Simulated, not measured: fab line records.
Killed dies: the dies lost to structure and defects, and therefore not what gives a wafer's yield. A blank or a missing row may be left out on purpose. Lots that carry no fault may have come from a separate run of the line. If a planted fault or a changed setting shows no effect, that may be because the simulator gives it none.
Problem report, 8D (eight disciplines) form, completed by code ; flow n5_finfet ; the parts of the form that need people (team, actions taken, sign-off) are left out

## 1. THE PROBLEM
At N5_MOL_CONTACT_COAG_ETCH_59, etch_rf_on_time_s averages 12.69 s over 4 wafers from 3 lots, while fault-free wafers read 10.37 s, standard deviation 0.27. Measured from the usual mean, that is +8.6 standard deviations.
The step: etches underlayer in N2/H2, target depth 13 nm, time 10.4 s.
First observed at day 8 15:43: wafer L383.6, on rie_diel-02. The record holds 28 wafers of 10 lots with a number at this step. Rule for "out", or "out of limits": more than 4 standard deviations from the usual mean. Any other wafer with a number is counted as sound.

## 2. WHAT IT IS; WHAT IT IS NOT
question;is;is not
which readings at this step;etch_rf_on_time_s;bias_w, drypump_motor_current_A, oes_product_au, rf_vpp_V, showerhead_plenum_p_Torr, throttle_valve_pct
which lots;L383, L384, L386;L369, L370, L373, L374, L387, L389, L390
which wafers of those lots;L383.6, L384.3, L386.3, L386.6;L383.1, L384.5, L386.5
read on which tools;rie_diel-02;rie_diel-03, rie_diel-06
when;from day 8 15:43;"up to then (13 sound wafers); but 11 sound wafers of L384, L386, L387, L389, L390 came after"

## 3. WHAT RULES OUT EACH SUSPECT
Counting: any tool at a process step up to the reading remains a suspect provided it ran every lot that is out. Sound lots after the first of them don't rule it out here, since some wafers of a struck lot are sound.
- rie_diel-02 at N5_MOL_CONTACT_COAG_ETCH_59 (etches underlayer in N2/H2, target depth 13 nm, time 10.4 s): kept. Every lot that is out went through it, the first being L383 (day 8 15:43); the last sound lot it ran before that was L374 (day 6 14:14). Out on those wafers are its own readings of etch_rf_on_time_s.
After counting, what remains is rie_diel-02 at N5_MOL_CONTACT_COAG_ETCH_59.

## 4. THE CAUSE (what the simulator had put in)
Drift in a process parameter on rie_diel-02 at N5_MOL_CONTACT_COAG_ETCH_59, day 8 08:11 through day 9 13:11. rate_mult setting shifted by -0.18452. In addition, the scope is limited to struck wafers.
After counting, this tool was the only one left.

## 5. SEQUENCE OF EFFECTS, ordered by route
Rows list readings where the struck wafers' mean (over those with a number) sits beyond 3 standard deviations from the usual. Readings are gone through only where the record gives a usual standard deviation; hours: the median, over the lots, of the time from a lot's start at the first step in this table giving one to that lot's start at this step; sigmas: the change measured in usual standard deviations.
hours;step;reading;usual;on struck wafers;change;sigmas
0;N5_MOL_CONTACT_COAG_ETCH_59;etch_rf_on_time_s;10.37 s;12.69;+2.32;+8.6
It contains these process steps:
- N5_MOL_CONTACT_COAG_ETCH_59: etches underlayer in N2/H2, target depth 13 nm, time 10.4 s.
Later steps that measure or inspect, where all struck wafers having a row at the step show a number for every such reading and not one has moved that far: N5_BEOL_M4_RC_MEAS_101.

## 6. HOW IT WOULD HAVE BEEN CAUGHT EARLIER
In this record the first reading out of limits was taken at day 8 15:43, 8 hours after the fault began at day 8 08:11.
